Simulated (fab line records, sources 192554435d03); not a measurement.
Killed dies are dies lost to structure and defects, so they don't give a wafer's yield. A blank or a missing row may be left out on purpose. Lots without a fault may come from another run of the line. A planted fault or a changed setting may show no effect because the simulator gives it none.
Chamber matching | flow n5_finfet | N5_BEOL_M9_DEP_56 on pecvd-01: 3 sister chambers
The step deposits SiCN from 3MS/NH3, target thk 15 nm, time 26.5 s. 14 wafers are shown with their chamber, then 7 later ones without.

WAFERS WITH THEIR CHAMBER
wafer  | chamber | showerhead_vpp_V (V) | showerhead_plenum_p_Torr (Torr) | throttle_valve_pct (%)
L078.4 | 1       | 869                  | 3.659                           | 8.9
L078.5 | 0       | 776                  | 3.660                           | 8.8
L078.6 | 2       | 849                  | 3.690                           | 8.9
L081.1 | 0       | 793                  | 3.661                           | 9.0
L081.4 | 2       | 851                  | 3.682                           | 8.8
L081.5 | 1       | 857                  | 3.664                           | 8.6
L083.1 | 0       | 788                  | 3.680                           | 9.1
L083.3 | 1       | 846                  | 3.659                           | 9.2
L083.4 | 0       | 805                  | 3.674                           | 9.0
L085.2 | 0       | 797                  | 3.673                           | 9.1
L085.3 | 1       | 867                  | 3.667                           | 8.7
L085.6 | 1       | 864                  | 3.658                           | 8.9
L091.2 | 2       | 837                  | 3.674                           | 8.9
L091.5 | 0       | 801                  | 3.667                           | 8.8

SIGNATURES (means of the wafers above)
reading                  | chamber 0 | chamber 1 | chamber 2 | scatter within a chamber
showerhead_vpp_V         | 793.33    | 860.60    | 845.67    | 9.54
showerhead_plenum_p_Torr | 3.66917   | 3.66140   | 3.68200   | 0.00674
throttle_valve_pct       | 8.967     | 8.860     | 8.867     | 0.168
Rule: a wafer's distance from a chamber is the root of the sum, over the readings, of the square of ((its reading less the chamber's mean) divided by the reading's scatter). The wafer belongs to the nearest chamber; if the next one is less than 2 further off, it can't be placed. The scatter: the root of (the sum of the squares of (reading less its chamber's mean) over the shown wafers, divided by (wafers less chambers)).

WAFERS WITHOUT THEIR CHAMBER
wafer  | showerhead_vpp_V (V) | showerhead_plenum_p_Torr (Torr) | throttle_valve_pct (%)
L091.6 | 871                  | 3.669                           | 8.9
L094.2 | 798                  | 3.668                           | 9.0
L094.3 | 836                  | 3.679                           | 8.6
L094.5 | 869                  | 3.647                           | 8.9
L093.2 | 842                  | 3.683                           | 8.8
L093.3 | 805                  | 3.665                           | 9.1
L093.6 | 803                  | 3.666                           | 8.9

WHICH CHAMBER EACH WENT THROUGH
wafer  | from the rows above     | in truth
L091.6 | can't be placed: 1 or 2 | 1
L094.2 | 0                       | 0
L094.3 | 2                       | 2
L094.5 | 1                       | 1
L093.2 | 2                       | 2
L093.3 | 0                       | 0
L093.6 | 0                       | 0
Placed correctly: 6 of 7. Can't be placed from these rows: 1 (the true chamber is among the candidates in 1). Placed wrongly: 0.
